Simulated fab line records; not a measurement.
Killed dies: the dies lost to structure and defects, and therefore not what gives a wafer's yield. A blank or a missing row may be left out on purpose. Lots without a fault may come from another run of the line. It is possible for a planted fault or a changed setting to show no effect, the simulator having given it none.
Matching of chambers    flow n5 finfet    N5_BEOL_M9_ETCH_62 on rie diel-04: 4 sister chambers
The step etches SOC in N2/H2, target depth 110 nm, overetch 22 nm, time 165 s. 4 wafers are shown with their chamber, then 10 later ones without.

WAFERS, EACH WITH ITS CHAMBER
wafer   chamber  showerhead plenum p Torr (Torr)
L078.4  0        2.40
L086.3  3        2.68
L091.3  1        2.60
L091.5  2        2.51

WAFERS WITH NO CHAMBER GIVEN
wafer   showerhead plenum p Torr (Torr)
L091.6  2.68
L094.1  2.60
L094.5  2.60
L094.6  2.72
L095.1  2.50
L095.4  2.71
L095.5  2.50
L097.2  2.60
L097.3  2.71
L097.5  2.71

WHICH CHAMBER EACH WENT THROUGH
wafer    from the rows above   in truth
L091.6   3                     3
L094.1   1                     1
L094.5   1                     1
L094.6   3                     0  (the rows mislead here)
L095.1   2                     2
L095.4   3                     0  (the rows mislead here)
L095.5   2                     2
L097.2   1                     1
L097.3   3                     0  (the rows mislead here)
L097.5   3                     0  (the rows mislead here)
6 of 10 placed correctly. Number that these rows cannot place: 0. 4 placed wrongly.
How it was worked out, from the rows above alone: a wafer's distance from a chamber is the root of the sum, over the readings, of the square of ((its reading less the chamber's mean) divided by the reading's scatter). The wafer belongs to the nearest chamber; if the next one is less than 2 further off, it can't be placed. A chamber's mean is the mean of its shown wafers. The scatter (one wafer shown for each chamber): square how far every hidden wafer sits from the nearest shown wafer, average those squares and take the square root.
